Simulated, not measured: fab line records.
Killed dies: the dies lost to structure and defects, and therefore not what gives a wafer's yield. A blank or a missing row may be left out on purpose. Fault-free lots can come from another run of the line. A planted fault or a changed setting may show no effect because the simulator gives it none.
fab line records	flow n5-finfet
[record] lots = 24	wafers = 72	last-day = 17
route steps=1938 shown HKMG_FIN@458 GATE_CUT@469
lots untouched by any fault: they come from a run of this same line in which no faults occurred
start-h: the number of hours between the record's first day and the start of the first shown wafer of the lot	wait-h: hours elapsed since this lot's preceding step	" as in the row above	L1.1+2: one row covering several wafers at once	- no value, or no start was given	* or withheld: withheld	< > ~ a bound
route shown NAME@n: a module of which the file shows steps, and the number in the route of the first	usual: the fault-free wafers' mean and standard deviation	same: alike in all rows	chamber/n: place in a boat	sites: each site's reading	_std_site: the values' standard deviation	_edge_site: mean of outer sites minus mean of inner sites	radius-mm: for every site, how far away it sits from the centre of the wafer	mask NAME#n: copy n	behind: tool/chamber where the wafer was last shaped	hold: reason for holding the lot/hours on hold/outcome of the hold	device: the transistor (n, p or np) that didn't switch	end of line: the tests these same wafers got at the end of their route	a step with no rows: only its recipe	killed: dies that structure and defects cost at the first sort, which is not the same as the wafer's yield	map: per-die view of a wafer (x killed, . not killed, _ where there is no die)
set.NAME: the run value of the setting; set.NAME@STEP: its run value at that earlier step	model.NAME: the simulator's own value behind a step, which no gauge read
the route's steps for a sample of lots (tables are steps, rows are wafers)
services: a tool's chamber out of use, with start hour (start-h, from the record's first day; less than 0 if before it), hours out, and reason
[[steps]]
[step N5_HKMG_FIN_W_FILL_22]
[recipe] material = W	target-thk-a = 600	temp-c = 400	pressure-torr = 39.4	time-s = 18.2
[usual] heater-power-w = 943/84	throttle-valve-pct = 18.9/0.73
lot.wafer	tool	chamber	start-h	wait-h	heater-power-w	throttle-valve-pct
L074.1	cvd-w-02	1	80.38	0.0	967	18.1
L074.2	"	0	"	"	900	19.7
L074.4	"	0	"	"	922	19.7
L075.1	cvd-w-02	0	87.21	0.0	917	19.7
L075.3	"	0	"	"	925	19.6
L075.4	"	1	"	"	931	18.1
L076.2	cvd-w-02	1	93.84	0.0	952	18.2
L076.3	"	1	"	"	959	18.3
L076.5	"	0	"	"	931	19.7
L077.2	cvd-w-02	1	99.47	0.0	963	18.3
L077.5	"	0	"	"	951	19.8
L077.6	"	1	"	"	955	18.0
L078.1	cvd-w-02	1	103.21	0.0	933	18.1
L078.5	"	1	"	"	952	18.2
L078.6	"	0	"	"	933	19.8
L079.1	cvd-w-02	1	111.99	0.0	973	17.8
L079.3	"	0	"	"	966	19.8
L079.4	"	1	"	"	923	18.0
L080.3	cvd-w-02	1	119.12	0.0	943	18.0
L080.4	"	0	"	"	951	19.8
L080.5	"	0	"	"	959	19.6
L081.1	cvd-w-02	1	120.76	0.0	972	18.1
L081.5	"	0	"	"	932	19.9
L081.6	"	1	"	"	938	18.3
L082.3	cvd-w-02	1	127.59	0.1	927	18.2
L082.4	"	1	"	"	957	18.3
L082.6	"	1	"	"	943	18.0
L083.2	cvd-w-01	0	134.91	0.0	1065	19.3
L083.4	"	1	"	"	815	18.0
L083.5	"	0	"	"	1077	19.5
L084.2	cvd-w-02	0	141.39	0.0	951	19.6
L084.5	"	0	"	"	967	19.9
L084.6	"	1	"	"	955	18.2
L085.2	cvd-w-02	1	146.45	0.0	955	18.4
L085.3	"	0	"	"	951	19.8
L085.4	"	1	"	"	937	18.1
L086.1	cvd-w-02	1	156.83	0.0	965	18.3
L086.3	"	1	"	"	944	18.4
L086.4	"	0	"	"	949	19.9
L087.4	cvd-w-01	1	157.93	0.0	807	18.1
L087.5	"	0	"	"	1020	19.4
L087.6	"	1	"	"	822	18.5
L088.3	cvd-w-02	0	164.57	0.0	936	19.7
L088.5	"	0	"	"	944	20.3
L088.6	"	1	"	"	970	18.4
L089.1	cvd-w-01	1	170.95	0.0	810	18.2
L089.3	"	0	"	"	1067	19.4
L089.4	"	1	"	"	803	18.1
L090.1	cvd-w-01	0	176.36	0.0	1068	19.5
L090.4	"	1	"	"	815	18.4
L090.6	"	1	"	"	819	18.2
L091.2	cvd-w-01	0	181.52	0.0	1062	19.0
L091.3	"	1	"	"	817	18.2
L091.5	"	0	"	"	1081	19.4
L092.4	cvd-w-01	0	187.26	0.0	1083	19.4
L092.5	"	0	"	"	1058	19.5
L092.6	"	1	"	"	809	17.8
L093.3	cvd-w-01	0	192.81	0.0	1049	19.6
L093.4	"	1	"	"	810	18.5
L093.5	"	0	"	"	1080	19.4
L094.1	cvd-w-01	0	200.30	0.0	1070	19.2
L094.4	"	0	"	"	1080	19.4
L094.6	"	0	"	"	1054	19.3
L095.1	cvd-w-01	0	204.57	0.0	1071	19.6
L095.3	"	1	"	"	824	18.4
L095.4	"	0	"	"	1072	19.4
L096.1	cvd-w-01	1	214.24	0.0	811	18.2
L096.3	"	0	"	"	1063	19.5
L096.5	"	1	"	"	776	18.3
L097.3	cvd-w-02	1	215.82	0.0	954	18.5
L097.4	"	0	"	"	911	19.8
L097.6	"	1	"	"	916	18.5
[step N5_GATE_CUT_ETCH_58]
[recipe] chemistry = CH3F/O2	target = SiNx	target-depth-a = 170	time-s = 128.6	ion-energy-ev = 50	pressure-mtorr = 30	source-w = 415	bias-w = 21	Ar_flow_sccm = 150	CH3F_flow_sccm = 30	O2_flow_sccm = 20
[usual] bias-w = 20.99/0.064	chamber-pressure-mTorr = 29.999/0.024	drypump-motor-current-A = 5.5/0.5	oes-product-au = 0.79/0.075	rf-vpp-V = 99.4/1	showerhead-plenum-p-Torr = 2.04/0.083	throttle-valve-pct = 16.39/0.18
lot.wafer	tool	chamber	start-h	wait-h	bias-w	chamber-pressure-mTorr	drypump-motor-current-A	oes-product-au	rf-hours-counter-h	rf-vpp-V	showerhead-plenum-p-Torr	throttle-valve-pct
L074.1	rie-diel-03	0	81.52	0.0	20.97	29.964	5.3	0.76	148	98.5	2.00	16.58
L074.2	"	1	"	"	20.94	30.034	5.2	0.76	124	99.3	2.01	16.54
L074.4	"	3	"	"	20.86	29.985	5.8	0.80	77	100.5	2.10	16.29
L075.1	rie-diel-01	2	88.36	0.0	20.91	30.017	4.8	0.68	248	99.0	1.89	16.65
L075.3	"	0	"	"	21.13	30.025	6.2	0.73	157	98.7	2.08	16.36
L075.4	"	1	"	"	20.99	30.017	5.8	0.92	11	99.7	2.11	16.30
L076.2	rie-diel-01	1	95.09	0.1	20.98	30.026	5.8	0.91	13	99.5	2.11	16.31
L076.3	"	0	"	"	21.03	29.980	6.2	0.73	159	99.9	2.08	16.38
L076.5	"	0	"	"	21.01	30.031	6.2	0.73	-	98.3	2.08	16.36
L077.2	rie-diel-03	3	100.62	0.0	20.91	30.032	5.9	0.80	83	100.9	2.10	16.28
L077.5	"	2	"	"	20.92	29.968	6.4	0.76	-	99.5	2.08	16.10
L077.6	"	3	"	"	20.91	29.999	5.8	0.80	-	100.8	2.10	16.30
L078.1	rie-diel-02	0	104.42	0.1	21.10	30.009	5.3	0.75	146	99.3	2.01	16.56
L078.5	"	1	"	"	21.09	30.048	4.9	0.72	-	96.8	1.92	16.07
L078.6	"	0	"	"	21.05	30.013	5.3	0.75	-	98.4	2.01	16.57
L079.1	rie-diel-01	0	113.13	0.0	20.97	30.028	6.1	0.73	168	99.5	2.07	16.40
L079.3	"	1	"	"	20.90	30.032	5.8	0.90	22	98.5	2.11	16.32
L079.4	"	0	"	"	20.97	30.011	6.2	0.73	-	98.5	2.07	16.38
L080.3	rie-diel-02	1	120.25	0.0	21.00	30.018	4.9	0.72	185	97.6	1.92	16.09
L080.4	"	2	"	"	20.98	29.972	6.1	0.80	93	100.1	1.86	16.57
L080.5	"	2	"	"	20.92	29.958	6.0	0.80	-	97.9	1.86	16.55
L081.1	rie-diel-01	2	122.00	0.0	20.96	29.981	4.8	1.01	1	99.3	2.13	16.15
L081.5	"	1	"	"	20.93	30.015	5.8	0.88	-	100.1	2.11	16.32
L081.6	"	2	"	"	21.04	29.988	4.8	1.01	-	101.1	2.13	16.16
L082.3	rie-diel-03	2	128.94	0.1	20.93	29.973	6.5	0.76	144	100.6	2.08	16.11
L082.4	"	0	"	"	21.04	30.004	5.3	0.74	163	99.6	2.00	16.60
L082.6	"	1	"	"	21.06	30.046	5.2	0.74	-	99.1	2.01	16.56
L083.2	rie-diel-01	3	136.16	0.1	20.97	29.937	5.2	0.77	144	100.5	2.01	16.56
L083.4	"	1	"	"	20.93	29.983	5.8	0.87	30	100.0	2.11	16.34
L083.5	"	2	"	"	20.97	29.992	4.8	0.97	-	100.8	2.13	16.16
L084.2	rie-diel-02	2	142.89	0.3	21.00	30.000	6.1	0.79	102	98.0	1.85	16.58
L084.5	"	0	"	"	21.00	29.987	5.3	0.75	-	98.8	2.01	16.57
L084.6	"	1	"	"	21.08	29.979	4.9	0.72	-	98.2	1.92	16.10
L085.2	rie-diel-03	3	147.60	0.0	21.12	30.054	5.8	0.79	100	101.0	2.10	16.32
L085.3	"	2	"	"	20.93	29.970	6.4	0.76	149	100.1	2.08	16.14
L085.4	"	1	"	"	21.01	30.013	5.2	0.73	146	98.7	2.01	16.54
L086.1	rie-diel-02	0	157.97	0.0	20.97	29.972	5.3	0.75	163	99.2	2.01	16.59
L086.3	"	1	"	"	21.05	30.008	4.9	0.72	197	98.2	1.91	16.10
L086.4	"	3	"	"	20.93	29.991	5.6	0.87	48	99.9	2.13	16.30
L087.4	rie-diel-03	3	159.12	0.1	20.98	30.024	5.8	0.78	-	100.5	2.09	16.35
L087.5	"	0	"	"	20.95	29.978	5.3	0.73	-	99.8	2.00	16.60
L087.6	"	1	"	"	20.93	30.056	5.2	0.74	-	99.1	2.01	16.56
L088.3	rie-diel-03	1	165.74	0.0	20.91	29.991	5.2	0.73	150	99.7	2.01	16.58
L088.5	"	3	"	"	20.95	29.975	5.9	0.78	-	100.3	2.09	16.34
L088.6	"	0	"	"	21.03	29.986	5.3	0.74	-	97.6	2.00	16.62
L089.1	rie-diel-01	1	172.09	0.0	20.94	30.008	5.8	0.86	40	101.2	2.10	16.34
L089.3	"	0	"	"	21.01	29.993	6.2	0.71	185	98.5	2.07	16.42
L089.4	"	2	"	"	21.02	29.957	4.8	0.94	15	100.3	2.13	16.18
L090.1	rie-diel-02	1	177.51	0.0	20.94	30.005	4.9	0.71	202	97.6	1.91	16.12
L090.4	"	0	"	"	21.05	29.986	5.3	0.74	167	98.8	2.01	16.59
L090.6	"	1	"	"	20.97	29.992	4.9	0.71	-	98.6	1.91	16.11
L091.2	rie-diel-03	3	182.69	0.0	20.92	30.016	5.8	0.78	109	99.7	2.09	16.36
L091.3	"	2	"	"	20.99	30.012	6.5	0.75	156	100.1	2.08	16.13
L091.5	"	1	"	"	21.02	30.003	5.2	0.74	-	99.3	2.00	16.57
L092.4	rie-diel-01	0	188.45	0.1	20.98	29.977	6.1	0.70	-	99.9	2.07	16.43
L092.5	"	2	"	"	21.05	29.973	4.8	0.93	-	99.8	2.13	16.20
L092.6	"	3	"	"	21.11	29.975	5.2	0.77	-	97.8	2.01	16.59
L093.3	rie-diel-01	3	193.95	0.0	21.05	29.983	5.2	0.76	160	98.3	2.01	16.61
L093.4	"	3	"	"	21.04	30.035	5.2	0.76	-	99.1	2.01	16.61
L093.5	"	0	"	"	21.00	29.997	6.1	0.71	-	100.7	2.07	16.43
L094.1	rie-diel-01	1	201.46	0.0	21.00	30.027	5.8	0.86	44	101.9	2.10	16.36
L094.4	"	0	"	"	21.04	29.978	6.1	0.70	194	100.3	2.07	16.43
L094.6	"	0	"	"	21.06	30.031	6.2	0.70	-	100.3	2.07	16.45
L095.1	rie-diel-02	0	205.87	0.1	21.00	29.940	5.3	0.73	175	100.3	2.00	16.62
L095.3	"	1	"	"	21.05	30.036	4.9	0.70	209	96.8	1.91	16.13
L095.4	"	3	"	"	20.86	30.016	5.6	0.86	60	101.4	2.13	16.33
L096.1	rie-diel-02	2	215.71	0.4	20.90	30.003	6.1	0.79	119	98.0	1.85	16.62
L096.3	"	3	"	"	21.02	29.981	5.6	0.86	63	100.8	2.13	16.33
L096.5	"	2	"	"	20.96	30.003	6.1	0.78	-	98.4	1.85	16.61
L097.3	rie-diel-01	3	217.01	0.1	21.14	30.021	5.2	0.75	166	99.7	2.00	16.61
L097.4	"	1	"	"	21.06	30.011	5.8	0.85	47	99.8	2.10	16.36
L097.6	"	2	"	"	20.98	29.996	4.8	0.91	-	99.0	2.12	16.21
[step N5_GATE_CUT_OVL_MEAS_14]
[recipe] points-per-wafer = 522
[usual] GATE_CUT_OVL = -0.3/0.65
[same] points-per-wafer = 522
lot.wafer	tool	chamber	start-h	wait-h	GATE_CUT_OVL[nm]
L074.1	overlay-01	0	84.91	0.1	0.7
L074.2	"	0	"	"	1.5
L074.4	"	0	"	"	0.0
L075.1	overlay-01	0	93.15	0.0	-0.7
L075.3	"	0	"	"	-1.3
L075.4	"	0	"	"	-0.7
L076.2	overlay-02	0	99.30	0.0	-0.3
L076.3	"	0	"	"	-0.6
L076.5	"	0	"	"	-0.3
L077.2	overlay-02	0	104.04	0.0	0.2
L077.5	"	0	"	"	0.3
L077.6	"	0	"	"	0.0
L078.1	overlay-01	0	108.55	0.0	-0.6
L078.5	"	0	"	"	0.4
L078.6	"	0	"	"	0.5
L079.1	overlay-02	0	116.42	0.0	-1.0
L079.3	"	0	"	"	-0.8
L079.4	"	0	"	"	-1.4
L080.3	overlay-02	0	123.71	0.0	0.6
L080.4	"	0	"	"	-1.1
L080.5	"	0	"	"	-0.4
L081.1	overlay-02	0	125.29	0.0	-1.6
L081.5	"	0	"	"	-1.1
L081.6	"	0	"	"	-1.1
L082.3	overlay-01	0	132.27	0.0	-0.4
L082.4	"	0	"	"	0.3
L082.6	"	0	"	"	1.0
L083.2	overlay-02	0	139.47	0.0	0.6
L083.4	"	0	"	"	0.4
L083.5	"	0	"	"	0.0
L084.2	overlay-02	0	146.29	0.0	-0.5
L084.5	"	0	"	"	-0.5
L084.6	"	0	"	"	0.1
L085.2	overlay-01	0	150.89	0.0	-0.1
L085.3	"	0	"	"	-0.3
L085.4	"	0	"	"	-0.8
L086.1	overlay-01	0	161.40	0.0	-0.7
L086.3	"	0	"	"	-0.7
L086.4	"	0	"	"	-0.1
L087.4	overlay-01	0	162.39	0.0	-1.3
L087.5	"	0	"	"	-1.0
L087.6	"	0	"	"	-0.6
L088.3	overlay-01	0	170.52	0.0	0.1
L088.5	"	0	"	"	-0.5
L088.6	"	0	"	"	-0.2
L089.1	overlay-02	0	175.37	0.0	-0.4
L089.3	"	0	"	"	0.2
L089.4	"	0	"	"	0.4
L090.1	overlay-01	0	181.67	0.0	0.3
L090.4	"	0	"	"	0.5
L090.6	"	0	"	"	-0.1
L091.2	overlay-02	0	187.57	0.0	-0.8
L091.3	"	0	"	"	-0.3
L091.5	"	0	"	"	-0.9
L092.4	overlay-01	0	193.28	0.0	0.6
L092.5	"	0	"	"	0.2
L092.6	"	0	"	"	0.2
L093.3	overlay-01	0	197.60	0.0	-0.2
L093.4	"	0	"	"	0.1
L093.5	"	0	"	"	0.9
L094.1	overlay-01	0	204.87	0.0	0.1
L094.4	"	0	"	"	-1.4
L094.6	"	0	"	"	-0.8
L095.1	overlay-01	0	209.15	0.0	-0.3
L095.3	"	0	"	"	-0.3
L095.4	"	0	"	"	-0.1
L096.1	overlay-01	0	219.03	0.0	-0.9
L096.3	"	0	"	"	-0.7
L096.5	"	0	"	"	0.4
L097.3	overlay-02	0	220.46	0.0	0.5
L097.4	"	0	"	"	0.5
L097.6	"	0	"	"	-0.2
[step N5_GATE_CUT_ETCH_47]
[recipe] chemistry = Cl2/BCl3	target = SiO2	target-depth-a = 100	pressure-mtorr = 10	icp-w = 1000	bias-w = 126	Cl2_flow_sccm = 53.25	bcl3-flow-sccm = 21.75	Ar_flow_sccm = 25
[usual] bias-w = 126.0/0.35	chamber-pressure-mTorr = 10.001/0.0096	drypump-motor-current-A = 5.46/0.27	oes-product-au = 0.83/0.088	throttle-valve-pct = 22.67/0.16
lot.wafer	tool	chamber	start-h	wait-h	bias-w	chamber-pressure-mTorr	drypump-motor-current-A	oes-product-au	rf-hours-counter-h	throttle-valve-pct
L074.1	rie-metal-02	1	85.60	0.0	125.7	9.975	5.76	0.57	152	22.90
L074.2	"	0	"	"	125.8	9.991	5.48	0.79	35	22.45
L074.4	"	0	"	"	125.9	10.008	5.52	0.79	-	22.45
L075.1	rie-metal-01	1	93.79	0.0	126.7	9.988	5.20	0.84	24	22.86
L075.3	"	1	"	"	126.2	9.983	5.19	0.83	-	22.84
L075.4	"	0	"	"	126.5	10.013	5.37	0.94	-	22.61
L076.2	rie-metal-02	1	99.93	0.0	126.1	10.004	5.78	0.57	154	22.91
L076.3	"	1	"	"	125.8	10.003	5.77	0.57	-	22.93
L076.5	"	1	"	"	125.4	10.001	5.76	0.57	-	22.92
L077.2	rie-metal-03	1	104.74	0.0	125.9	10.012	5.14	0.95	3	22.46
L077.5	"	0	"	"	125.9	10.011	6.05	0.75	-	22.70
L077.6	"	1	"	"	125.5	10.000	5.16	0.95	-	22.45
L078.1	rie-metal-01	0	109.19	0.0	126.2	9.999	5.34	0.92	7	22.63
L078.5	"	1	"	"	126.0	10.007	5.18	0.82	-	22.85
L078.6	"	0	"	"	126.5	10.003	5.35	0.91	-	22.62
L079.1	rie-metal-02	0	117.63	0.1	125.3	9.996	5.47	0.78	39	22.47
L079.3	"	0	"	"	126.0	9.996	5.42	0.78	-	22.47
L079.4	"	0	"	"	126.4	9.978	5.49	0.78	-	22.48
L080.3	rie-metal-01	1	124.35	0.0	125.8	9.985	5.19	0.84	-	22.85
L080.4	"	0	"	"	125.8	10.015	5.34	0.91	-	22.62
L080.5	"	1	"	"	126.1	10.013	5.20	0.82	-	22.83
L081.1	rie-metal-02	1	125.93	0.0	126.4	9.984	5.74	0.98	0	22.79
L081.5	"	1	"	"	126.2	10.000	5.73	0.98	-	22.78
L081.6	"	0	"	"	126.0	10.004	5.46	0.77	-	22.47
L082.3	rie-metal-02	0	132.90	0.0	125.8	9.997	5.48	0.77	-	22.47
L082.4	"	1	"	"	125.8	9.985	5.73	0.97	-	22.80
L082.6	"	1	"	"	125.9	10.001	5.77	0.96	-	22.79
L083.2	rie-metal-01	1	140.20	0.0	126.0	10.005	5.19	0.82	28	22.86
L083.4	"	1	"	"	126.3	9.985	5.18	0.83	-	22.84
L083.5	"	1	"	"	126.2	9.995	5.19	0.82	-	22.84
L084.2	rie-metal-03	1	146.92	0.0	126.1	9.992	5.14	0.93	7	22.46
L084.5	"	0	"	"	126.0	10.002	6.03	0.75	-	22.72
L084.6	"	1	"	"	126.1	10.013	5.12	0.93	-	22.45
L085.2	rie-metal-02	0	152.02	0.0	125.3	9.990	5.49	0.77	43	22.47
L085.3	"	1	"	"	125.6	9.995	5.76	0.93	-	22.79
L085.4	"	0	"	"	126.1	9.991	5.51	0.77	-	22.48
L086.1	rie-metal-02	1	162.16	0.0	125.7	10.016	5.77	0.93	4	22.80
L086.3	"	0	"	"	126.0	10.017	5.49	0.77	-	22.48
L086.4	"	1	"	"	125.7	10.019	5.72	0.93	-	22.78
L087.4	rie-metal-03	0	163.12	0.0	126.5	10.012	6.05	0.74	-	22.69
L087.5	"	0	"	"	126.9	10.014	6.04	0.75	-	22.72
L087.6	"	1	"	"	125.8	10.004	5.14	0.93	-	22.45
L088.3	rie-metal-02	0	171.15	0.0	126.3	10.003	5.51	0.76	-	22.49
L088.5	"	1	"	"	126.4	10.002	5.74	0.92	-	22.80
L088.6	"	0	"	"	125.5	10.006	5.50	0.77	-	22.47
L089.1	rie-metal-01	1	176.16	0.0	126.5	10.021	5.18	0.80	31	22.87
L089.3	"	1	"	"	125.8	10.012	5.19	0.81	-	22.86
L089.4	"	0	"	"	126.3	10.005	5.35	0.90	-	22.63
L090.1	rie-metal-01	0	182.35	0.0	126.2	10.001	5.33	0.88	14	22.62
L090.4	"	0	"	"	126.3	10.011	5.38	0.88	-	22.62
L090.6	"	1	"	"	126.2	10.003	5.18	0.81	-	22.87
L091.2	rie-metal-02	1	188.42	0.0	125.8	9.995	5.77	0.91	6	22.80
L091.3	"	0	"	"	125.6	9.989	5.49	0.76	-	22.48
L091.5	"	0	"	"	125.9	10.008	5.50	0.77	-	22.47
L092.4	rie-metal-03	0	193.90	0.0	126.4	10.015	6.02	0.75	-	22.73
L092.5	"	0	"	"	126.3	10.001	6.06	0.74	-	22.74
L092.6	"	1	"	"	125.5	9.998	5.10	0.92	-	22.47
L093.3	rie-metal-02	1	198.23	0.0	126.3	10.008	5.78	0.90	-	22.80
L093.4	"	0	"	"	126.5	9.987	5.46	0.76	-	22.45
L093.5	"	0	"	"	126.1	10.003	5.49	0.75	-	22.48
L094.1	rie-metal-01	1	205.51	0.0	126.2	9.990	5.20	0.81	34	22.86
L094.4	"	0	"	"	126.2	10.006	5.37	0.88	-	22.65
L094.6	"	0	"	"	125.4	9.993	5.37	0.88	-	22.63
L095.1	rie-metal-01	0	209.86	0.0	126.5	9.998	5.36	0.88	16	22.63
L095.3	"	0	"	"	126.0	9.986	5.35	0.88	-	22.64
L095.4	"	1	"	"	126.2	10.002	5.19	0.81	-	22.88
L096.1	rie-metal-01	0	219.67	0.0	125.4	9.992	5.33	0.87	17	22.65
L096.3	"	1	"	"	125.7	10.007	5.18	0.80	-	22.87
L096.5	"	0	"	"	125.9	9.996	5.34	0.87	-	22.65
L097.3	rie-metal-01	1	221.11	0.0	125.9	10.006	5.19	0.81	-	22.87
L097.4	"	0	"	"	126.5	9.997	5.32	0.87	-	22.63
L097.6	"	1	"	"	126.1	9.987	5.19	0.81	-	22.88
[step N5_GATE_CUT_STRIP_21]
[recipe] chemistry = N2/H2	time-s = 30	power-w = 1000	temp-c = 250	pressure-mtorr = withheld	n2-flow-sccm = 1750	h2-flow-sccm = 3250
[usual] drypump-motor-current-A = 5.5/0.54	heater-power-w = 351/55
lot.wafer	tool	chamber	start-h	wait-h	drypump-motor-current-A	heater-power-w	rf-hours-counter-h
L074.1	plasma-asher-02	1	85.74	0.0	5.1	416	38
L074.2	"	0	"	"	5.4	337	38
L074.4	"	0	"	"	5.5	340	-
L075.1	plasma-asher-02	0	93.93	0.0	5.4	338	39
L075.3	"	0	"	"	5.4	333	-
L075.4	"	1	"	"	5.1	432	-
L076.2	plasma-asher-01	0	100.07	0.0	5.1	347	88
L076.3	"	1	"	"	6.5	273	-
L076.5	"	0	"	"	5.1	336	-
L077.2	plasma-asher-01	1	104.89	0.0	6.5	277	89
L077.5	"	1	"	"	6.5	275	-
L077.6	"	0	"	"	5.1	340	-
L078.1	plasma-asher-01	1	109.33	0.0	6.5	271	89
L078.5	"	1	"	"	6.5	277	-
L078.6	"	0	"	"	5.1	343	-
L079.1	plasma-asher-02	1	117.92	0.1	5.1	431	45
L079.3	"	0	"	"	5.5	341	-
L079.4	"	1	"	"	5.1	422	-
L080.3	plasma-asher-01	0	124.50	0.1	5.1	343	-
L080.4	"	1	"	"	6.5	279	-
L080.5	"	0	"	"	5.1	345	-
L081.1	plasma-asher-01	1	126.07	0.0	6.5	273	94
L081.5	"	0	"	"	5.1	337	-
L081.6	"	1	"	"	6.5	267	-
L082.3	plasma-asher-02	1	133.05	0.1	5.1	424	-
L082.4	"	0	"	"	5.4	334	-
L082.6	"	0	"	"	5.5	343	-
L083.2	plasma-asher-02	1	140.34	0.0	5.1	426	47
L083.4	"	0	"	"	5.5	338	-
L083.5	"	1	"	"	5.1	420	-
L084.2	plasma-asher-01	0	147.07	0.0	5.1	338	99
L084.5	"	0	"	"	5.1	333	-
L084.6	"	1	"	"	6.5	281	-
L085.2	plasma-asher-01	1	152.20	0.0	6.5	273	100
L085.3	"	1	"	"	6.5	271	-
L085.4	"	0	"	"	5.1	347	-
L086.1	plasma-asher-02	0	162.31	0.0	5.4	333	51
L086.3	"	1	"	"	5.1	428	-
L086.4	"	0	"	"	5.5	337	-
L087.4	plasma-asher-02	0	163.27	0.1	5.5	338	-
L087.5	"	1	"	"	5.1	424	-
L087.6	"	0	"	"	5.5	335	-
L088.3	plasma-asher-02	1	171.30	0.1	5.1	439	-
L088.5	"	1	"	"	5.1	429	-
L088.6	"	0	"	"	5.5	343	-
L089.1	plasma-asher-02	0	176.31	0.0	5.5	339	55
L089.3	"	0	"	"	5.5	344	-
L089.4	"	1	"	"	5.1	426	-
L090.1	plasma-asher-02	1	182.49	0.0	5.1	429	57
L090.4	"	1	"	"	5.1	425	-
L090.6	"	0	"	"	5.5	342	-
L091.2	plasma-asher-01	0	188.56	0.0	5.1	340	106
L091.3	"	0	"	"	5.1	337	-
L091.5	"	0	"	"	5.1	342	-
L092.4	plasma-asher-02	1	194.05	0.1	5.1	428	-
L092.5	"	0	"	"	5.5	345	-
L092.6	"	1	"	"	5.1	434	-
L093.3	plasma-asher-02	0	198.53	0.2	5.5	344	-
L093.4	"	1	"	"	5.1	426	-
L093.5	"	0	"	"	5.5	340	-
L094.1	plasma-asher-02	1	205.65	0.0	5.1	433	61
L094.4	"	1	"	"	5.1	421	-
L094.6	"	0	"	"	5.5	338	-
L095.1	plasma-asher-01	0	210.00	0.0	5.1	333	109
L095.3	"	0	"	"	5.1	335	-
L095.4	"	1	"	"	6.5	270	-
L096.1	plasma-asher-02	0	219.81	0.0	5.5	343	64
L096.3	"	0	"	"	5.4	338	-
L096.5	"	0	"	"	5.5	341	-
L097.3	plasma-asher-01	1	221.26	0.1	6.5	272	-
L097.4	"	0	"	"	5.1	335	-
L097.6	"	0	"	"	5.1	345	-
[step N5_GATE_CUT_CMP_61]
[recipe] stop-on = SiNx	t-overpolish-s = 3	post-cmp-clean = alkaline-brush	down-force-psi = 4	platen-rpm = 27.09	pad-velocity-m-s = 0.539
[usual] motor-current-A = 12.3/0.81	retaining-ring-pressure-frac = 1.000/0.0052
lot.wafer	tool	chamber	start-h	wait-h	motor-current-A	retaining-ring-pressure-frac
L074.1	cmp-02	1	88.19	0.4	11.7	0.995
L074.2	"	2	"	"	12.6	1.004
L074.4	"	0	"	"	12.5	1.000
L075.1	cmp-04	1	96.41	0.3	13.1	1.004
L075.4	"	2	"	"	13.7	0.996
L075.3	"	3	"	"	12.0	0.999
L076.2	cmp-04	0	102.52	0.4	11.1	1.008
L076.3	"	1	"	"	13.3	1.000
L076.5	"	0	"	"	11.3	1.006
L077.2	cmp-02	1	107.66	0.4	11.1	0.997
L077.6	"	1	"	"	11.7	1.004
L077.5	"	2	"	"	12.4	1.003
L078.1	cmp-04	3	112.08	0.2	11.8	1.003
L078.5	"	0	"	"	11.2	1.006
L078.6	"	1	"	"	13.3	1.004
L079.1	cmp-04	3	120.65	0.3	12.2	1.002
L079.4	"	0	"	"	11.0	1.006
L079.3	"	1	"	"	12.9	0.999
L080.4	cmp-02	3	126.96	0.4	12.0	0.992
L080.3	"	0	"	"	12.5	1.000
L080.5	"	0	"	"	13.0	1.002
L081.1	cmp-01	2	128.56	0.3	13.3	1.004
L081.5	"	1	"	"	12.6	0.992
L081.6	"	2	"	"	13.8	0.999
L082.4	cmp-02	1	135.55	0.3	11.9	0.995
L082.3	"	2	"	"	13.2	1.003
L082.6	"	3	"	"	12.5	1.001
L083.2	cmp-01	1	142.82	0.3	13.3	0.991
L083.4	"	3	"	"	11.7	1.006
L083.5	"	1	"	"	12.2	1.000
L084.2	cmp-04	0	149.54	0.3	11.1	0.998
L084.6	"	3	"	"	11.8	0.998
L084.5	"	0	"	"	11.4	0.999
L085.2	cmp-04	1	154.98	0.4	12.5	1.000
L085.4	"	2	"	"	13.2	0.999
L085.3	"	3	"	"	12.6	1.008
L086.3	cmp-02	2	164.93	0.4	12.1	1.001
L086.1	"	3	"	"	12.1	0.996
L086.4	"	1	"	"	12.0	1.002
L087.4	cmp-04	2	165.70	0.4	12.8	1.007
L087.5	"	2	"	"	12.8	1.009
L087.6	"	3	"	"	11.5	1.007
L088.3	cmp-01	2	173.79	0.3	14.5	0.990
L088.5	"	0	"	"	11.3	1.002
L088.6	"	1	"	"	12.2	1.003
L089.4	cmp-01	2	178.76	0.4	13.0	0.998
L089.3	"	3	"	"	11.5	0.995
L089.1	"	1	"	"	12.6	1.002
L090.4	cmp-02	0	186.25	0.3	12.4	1.003
L090.1	"	1	"	"	11.1	1.003
L090.6	"	0	"	"	13.2	0.998
L091.3	cmp-02	3	191.25	0.4	12.2	0.997
L091.2	"	2	"	"	12.8	1.002
L091.5	"	0	"	"	13.0	0.995
L092.4	cmp-02	3	196.48	0.4	11.7	0.998
L092.6	"	3	"	"	12.5	1.005
L092.5	"	0	"	"	12.3	1.008
L093.3	cmp-01	2	201.16	0.3	13.0	0.998
L093.4	"	3	"	"	11.4	0.992
L093.5	"	2	"	"	13.6	1.007
L094.4	cmp-02	0	208.13	0.3	12.9	0.993
L094.1	"	1	"	"	10.9	1.000
L094.6	"	0	"	"	13.0	0.992
L095.1	cmp-02	0	212.44	0.4	12.6	0.997
L095.4	"	1	"	"	11.7	0.998
L095.3	"	2	"	"	12.4	0.999
L096.1	cmp-01	2	222.57	0.4	13.5	1.000
L096.3	"	1	"	"	12.5	1.004
L096.5	"	3	"	"	11.2	1.016
L097.4	cmp-01	3	223.69	0.4	11.3	0.995
L097.3	"	1	"	"	12.6	1.003
L097.6	"	3	"	"	12.0	0.999
[[services]]
tool	chamber	start-h	hours	kind
rie-diel-03	1	58.99	5.7	repair
rie-diel-02	1	66.08	13.3	repair
cmp-01	-	68.29	5.6	pm
rie-diel-01	1	70.81	8.1	repair
cmp-01	-	73.95	5.2	repair
cmp-02	-	81.87	0.7	repair
cmp-02	-	84.96	2.6	repair
cmp-01	-	85.05	2.1	repair
rie-diel-02	2	100.33	12.5	repair
cvd-w-02	-	113.60	1.2	repair
plasma-asher-02	-	120.23	10.0	pm
cmp-02	-	121.68	0.6	repair
cmp-04	-	126.40	0.5	repair
cvd-w-02	0	127.16	7.9	repair
rie-diel-01	-	127.88	1.2	repair
cmp-04	-	132.51	3.9	repair
rie-diel-03	-	138.91	0.2	repair
rie-diel-03	2	153.41	8.3	repair
plasma-asher-01	-	171.54	10.0	pm
rie-diel-01	1	178.44	15.9	repair
cvd-w-02	-	188.03	6.9	pm
cmp-02	-	202.31	4.0	pm
rie-metal-01	-	204.00	0.5	repair
cvd-w-02	-	204.42	0.8	repair
[[key]]
fault none
